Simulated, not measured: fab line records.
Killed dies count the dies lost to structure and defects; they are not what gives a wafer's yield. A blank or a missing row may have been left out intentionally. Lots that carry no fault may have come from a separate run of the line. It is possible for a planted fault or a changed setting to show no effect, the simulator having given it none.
What tool caused it? :: flow nand_harc :: 6 lots with 17 wafers sampled at 5 steps, on a route of 1159 steps

## WHAT EACH GAUGE READ, for each wafer
NHARC_END_SORT_01.
lot: L722
measured: day 20 11:31
on: prober-02
killed_at_array: 26 25 31

lot: L725
measured: day 21 21:52
on: prober-01
killed_at_array: 49 49 40

lot: L732
measured: day 23 06:01
on: prober-02
killed_at_array: 31 29

## WHICH TOOL RAN EACH LOT (tool, then ch and the chambers of the sampled wafers, then the start)
lot: L717
NHARC_P_BONDPAD_ETCH_37: rie_diel-06 ch 0,2,3, day 6 21:38
NHARC_P_BONDPAD_PVD_17: pvd_sputter-02, day 7 00:13 or earlier
NHARC_P_BONDPAD_ACTIVATE_29: rie_diel-12 ch 1,3, day 7 00:13
NHARC_A_ZERO_WELL_SOFTBAKE_05: litho_track-05 ch 0, day 7 01:00

lot: L722
NHARC_P_BONDPAD_ETCH_37: rie_diel-12 ch 1,2, day 7 22:01
NHARC_P_BONDPAD_PVD_17: pvd_sputter-03, day 8 00:43 or earlier
NHARC_P_BONDPAD_ACTIVATE_29: rie_diel-12 ch 0,1,2, day 8 00:43
NHARC_A_ZERO_WELL_SOFTBAKE_05: litho_track-05 ch 0, day 8 01:00

lot: L725
NHARC_P_BONDPAD_ETCH_37: rie_diel-12 ch 1,2, day 8 16:22
NHARC_P_BONDPAD_PVD_17: pvd_sputter-03, day 8 19:02 or earlier
NHARC_P_BONDPAD_ACTIVATE_29: rie_diel-06 ch 1,3, day 8 19:02
NHARC_A_ZERO_WELL_SOFTBAKE_05: litho_track-05 ch 0, day 8 19:00

lot: L729
NHARC_P_BONDPAD_ETCH_37: rie_diel-06 ch 0,2,3, day 9 11:41
NHARC_P_BONDPAD_PVD_17: pvd_sputter-01, day 9 14:44 or earlier
NHARC_P_BONDPAD_ACTIVATE_29: rie_diel-05 ch 0,1,3, day 9 14:44
NHARC_A_ZERO_WELL_SOFTBAKE_05: litho_track-07 ch 0, day 9 15:00

lot: L732
NHARC_P_BONDPAD_ETCH_37: rie_diel-12 ch 2,3, day 10 12:47
NHARC_P_BONDPAD_PVD_17: pvd_sputter-02, day 10 15:23 or earlier
NHARC_P_BONDPAD_ACTIVATE_29: rie_diel-06 ch 0,2, day 10 15:23
NHARC_A_ZERO_WELL_SOFTBAKE_05: litho_track-07 ch 0, day 10 16:00

lot: L737
NHARC_P_BONDPAD_ETCH_37: rie_diel-05 ch 0,1,3, day 12 01:04
NHARC_P_BONDPAD_PVD_17: pvd_sputter-01, day 12 03:37 or earlier
NHARC_P_BONDPAD_ACTIVATE_29: rie_diel-12 ch 1,3, day 12 03:37
NHARC_A_ZERO_WELL_SOFTBAKE_05: litho_track-07 ch 0, day 12 04:00
- NHARC_P_BONDPAD_ETCH_37: etches the open film in N2/H2, target depth 60 nm, overetch 18 nm, time 65.91 s.
- NHARC_P_BONDPAD_PVD_17: deposits TaN, target thk 5 nm, time 8.06 s.
- NHARC_P_BONDPAD_ACTIVATE_29: chemistry N2, time 60 s.
- NHARC_A_ZERO_WELL_SOFTBAKE_05: time 70 s.

## THE ANSWER, worked out from the rows above alone
Rule: usual is defined by the lots themselves. Put in order of their means at a reading, lots are off if they are a third of the lots or fewer, leave a main group of 4 or more, and stand apart from it by a gap of 3 or more times the standard deviation of the main group's means; of several such gaps the widest counts. A main group is skipped when, at the precision printed for the reading in the tables above, its means are all equal. A lot without any number at a reading at which 4 lots or more have one is off too. Any other lot the step has rows for is counted as sound.
No lot is off at any reading shown: from this, nothing can be told.

## WHAT THE SIMULATOR PUT IN
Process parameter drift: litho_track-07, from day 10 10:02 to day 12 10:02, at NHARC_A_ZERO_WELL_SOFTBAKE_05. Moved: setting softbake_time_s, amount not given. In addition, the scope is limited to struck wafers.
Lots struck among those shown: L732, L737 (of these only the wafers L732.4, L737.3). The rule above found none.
